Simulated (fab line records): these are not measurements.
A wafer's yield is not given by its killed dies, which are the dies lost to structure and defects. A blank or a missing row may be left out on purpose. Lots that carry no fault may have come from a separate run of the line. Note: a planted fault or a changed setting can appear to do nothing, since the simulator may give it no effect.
A struck lot beside a sound one	flow n5_finfet	37 steps out of a route of 1938
Sound: wafers L619.2, L619.4, L619.6. Struck: wafers L623.2, L623.3, L623.5. The cause comes at the end.
Order at every step that has rows: each side's tool, ch and its chambers, its first start. Under that, the readings that differ: sound wafers	struck wafers	difference of the means	sigmas: that difference in standard deviations of wafers without a fault.
alike: same words and numbers on both sides, and readings whose means sit less than 2 such deviations apart. not compared: any withheld reading, any reading some wafer has no value for, any bound like >300 that may hide the same value, and any number with overlapping values for which the record gives no deviation.
The two part at a step that has a row with sigmas, a row that says differs or no value, or rows on one side only. When numbers do not overlap yet have no deviation, they are printed without sigmas and do not part them. Lack of a reading on every wafer of one side parts them only where that side has two or more wafers.

first, 9 steps without rows for these wafers: N5_BEOL_M4_ANNEAL_95 (time 240 s); N5_BEOL_M4_SPUTTER_96 (material Cu, target thk 4.5 nm, time 8.29 s); N5_BEOL_M4_ECD_50 (material Cu, target thk 300 nm); N5_BEOL_M4_ANNEAL_51 (time 90 s); N5_BEOL_M4_CMP_52 (polishes, stops on SiOC, t overpolish 6.8 s, target thk 40 nm); N5_BEOL_M4_PRE_CLEAN_60 (time 15 s); N5_BEOL_M4_CO_CAP_55 (material Co, precursor CCTBA/H2, target thk 2 nm, time 102.1 s); N5_BEOL_M4_PRE_CLEAN_56 (time 15 s); N5_BEOL_M4_DEP_57 (deposits SiCN from 3MS/NH3, target thk 8 nm, time 14 s).
N5_BEOL_M4_RC_MEAS_101:
  sound on prober-02 ch 0, day 11 02:43; struck on prober-01 ch 0, day 12 10:05
  alike: DIBL_N, DIBL_P, IOFF_N, IOFF_P, ION_N, ION_P, SS_N, SS_P, VT_N, VT_P
N5_BEOL_M5_ILD_DEP_00: deposits SiCOH lowk from DEMS/porogen, target thk 140.64 nm, time 25.9 s.
  sound on pecvd-01 ch 1,2, day 11 03:31; struck on pecvd-01 ch 0,1, day 12 10:54
reading	sound	struck	difference	sigmas
model.SiCOH_lowk_of_BEOL_M5_ILD_DEP_00.thk_nm (nm)	141.6 143.4 142.2	72.8 75 74.2	-68.4	
  alike: heater_power_w, showerhead_plenum_p_Torr, throttle_valve_pct
then, 1 step without rows for these wafers: N5_BEOL_M5_CURE_79 (cures SiCOH lowk, time 240 s).
N5_BEOL_M5_THK_MEAS_01:
  struck on film_metro-02, day 12 11:28; sound on film_metro-01, day 11 04:35
reading	sound	struck	difference	sigmas
M5_ILD_THK (nm)	121.7 123.5 122.4	62.3 64.3 63.6	-59.1	-28
then, 22 steps without rows for these wafers: N5_BEOL_M5_PECVD_70 (deposits SiO2 from TEOS/O2, target thk 16 nm, time 18 s); N5_BEOL_M5_HM_DEP_02 (deposits TiN, target thk 20 nm); N5_BEOL_M5_COAT_59 (time 60 s, resist thk 60 nm); N5_BEOL_M5_COAT_60 (time 60 s, resist thk 12 nm); N5_BEOL_M5_COAT_71 (time 60 s, resist thk 5 nm); N5_BEOL_M5_COAT_05 (resist thk 30 nm); N5_BEOL_M5_EBR_07; N5_BEOL_M5_SOFTBAKE_06 (time 60 s); N5_BEOL_M5_EXPOSE_08 (exposes mask M5, target cd 28 nm); N5_BEOL_M5_PEB_09 (peb time 60 s); N5_BEOL_M5_DEVELOP_10 (develop time 30 s); N5_BEOL_M5_DESCUM_16 (chemistry O2, time 7 s); N5_BEOL_M5_ETCH_72 (etches underlayer in N2/H2, target depth 6.5 nm, time 5.2 s); N5_BEOL_M5_ETCH_61 (etches SiARC in CF4, target depth 15.6 nm, time 26 s); N5_BEOL_M5_ETCH_62 (etches SOC in N2/H2, target depth 75 nm, overetch 15 nm, time 112.5 s); N5_BEOL_M5_STRIP_63 (strips in N2/H2); N5_BEOL_M5_STRIP_73 (strips in N2/H2); N5_BEOL_M5_STRIP_64 (strips in CF4); N5_BEOL_M5_HM_OPEN_17 (chemistry Cl2/BCl3, target TiN, target depth 20 nm, overetch 6 nm); N5_BEOL_M5_STRIP_19 (strips in O2); N5_BEOL_M5_COAT_65 (time 60 s, resist thk 60 nm); N5_BEOL_M5_COAT_66 (time 60 s, resist thk 12 nm).
N5_BEOL_M5_CMP_52: polishes, stops on SiCOH lowk, t overpolish 6.9 s, target thk 62 nm.
  sound on cmp-03 ch 2,3, day 11 15:48; struck on cmp-03 ch 0,1,2, day 12 23:28
reading	sound	struck	difference	sigmas
model.SiCOH_lowk_of_BEOL_M5_ILD_DEP_00.thk_nm (nm)	118.8 120.4 119.4	59.4 61.4 60.6	-59.1	
  alike: motor_current_A
-- record jumps: 4 days separate the struck wafers' starts on either side; left off in module BEOL_M5, taken up again in module PASSIVATION, whose first shown step is the route's number 1936 --
N5_PASSIVATION_PROBE_49:
  struck on prober-01, day 16 14:19; sound on prober-01, day 15 11:58
reading	sound	struck	difference	sigmas
defect_limited_yield (%)	91.1 91.4 88.9	0.7 0.1 0	-90.2	-64
killed_at_M4_up	9 13 23	1063 1082 1083	+1061	+99 or more
killed_dies	105 102 131	1172 1179 1180	+1064	+63
killed_on_rim	9 16 19	152 152 152	+137	+35
sort_n_pass	1075 1078 1049	8 1 0	-1064	-63
  alike: killed_at_M0_to_M3, killed_at_contacts, killed_at_front_end, killed_at_other, killed_open, killed_short, sort_bin_4_leakage, sort_bin_5_function, sort_bin_6_memory, sort_bin_8_speed

== WHERE THEY PART ==
Earliest at N5_BEOL_M5_THK_MEAS_01; latest, in this record, at N5_PASSIVATION_PROBE_49.

WHY: what the simulator had put in
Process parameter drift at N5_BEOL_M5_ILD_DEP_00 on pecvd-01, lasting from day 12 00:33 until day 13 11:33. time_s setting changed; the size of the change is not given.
